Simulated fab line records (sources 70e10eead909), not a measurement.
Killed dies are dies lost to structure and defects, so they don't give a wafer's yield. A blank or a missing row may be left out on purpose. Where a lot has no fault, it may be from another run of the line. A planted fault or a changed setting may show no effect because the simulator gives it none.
What tool caused it?	flow nand_harc	Sampling: 7 lots, 21 wafers, 3 of 1159 route steps

## WHAT THE GAUGES SHOWED, per wafer
NHARC_A_SOURCE_PLATE_THK_MEAS_09: measures by ellipsometry.
lot	measured	on	thk_nm (nm)
L835	day 7 12:50	film_metro-01	9.5 11.3 9.7
L837	day 7 16:41	film_metro-02	9.3 10.0 9.1
L838	day 8 11:14	film_metro-01	15.0 14.1 14.6
L849	day 11 05:44	film_metro-02	14.5 16.0 14.8
L852	day 11 06:37	film_metro-02	8.8 9.5 8.8
L855	day 12 01:46	film_metro-01	9.3 10.3 10.1
L856	day 12 09:23	film_metro-02	10.5 9.7 9.3

## WHAT TOOL EACH LOT RAN ON (gives the tool, then ch and the chambers of the sampled wafers, and finally the start)
lot	NHARC_P_BONDPAD_PVD_17	NHARC_A_SOURCE_PLATE_OXIDE_02
L835	pvd_sputter-03, day 7 08:47 or earlier	furnace-01 ch 0, day 7 08:47
L837	pvd_sputter-01, day 7 12:38 or earlier	furnace-01 ch 0, day 7 12:38
L838	pvd_sputter-02, day 7 23:20 or earlier	furnace-04 ch 0, day 7 23:20
L849	pvd_sputter-02, day 10 21:23 or earlier	furnace-01 ch 0, day 10 21:23
L852	pvd_sputter-03, day 11 02:38 or earlier	furnace-01 ch 0, day 11 02:38
L855	pvd_sputter-02, day 11 21:42 or earlier	furnace-02 ch 0, day 11 21:42
L856	pvd_sputter-02, day 12 05:20 or earlier	furnace-02 ch 0, day 12 05:20
- NHARC_P_BONDPAD_PVD_17: deposits TaN, target thk 5 nm, time 8.06 s.
- NHARC_A_SOURCE_PLATE_OXIDE_02: material SiO2, target thk 10 nm, ox time 1362 s.

## THE ANSWER, worked out from the rows above alone
Rule: what is usual is taken from the lots themselves. The widest of any qualifying gaps counts: lots, ordered by their means at a reading, are off when they make up no more than a third of the lots, leave a main group of 4 or more, and stand apart from it by 3 or more times the standard deviation of that group's means. If all means in a main group match to the digits the tables above print for the reading, that group is not used. A lot without any number at a reading at which 4 lots or more have one is off too. The other lots that the step has rows for count as sound.
Off at NHARC_A_SOURCE_PLATE_THK_MEAS_09 (thk_nm): L838, L849. The main group has a mean of 9.7 nm with a standard deviation of 0.39.
If a tool, at a process step before that reading, ran all the lots that are off and no sound lot after the first of them, it fits. Gauges at NHARC_A_SOURCE_PLATE_THK_MEAS_09: tried the same way as those tools. Because NHARC_P_BONDPAD_PVD_17 lacks a start for some lots, the hours and order of its lots are taken from NHARC_A_SOURCE_PLATE_OXIDE_02. No candidate that was tried fits.

## WHAT THE SIMULATOR PUT IN
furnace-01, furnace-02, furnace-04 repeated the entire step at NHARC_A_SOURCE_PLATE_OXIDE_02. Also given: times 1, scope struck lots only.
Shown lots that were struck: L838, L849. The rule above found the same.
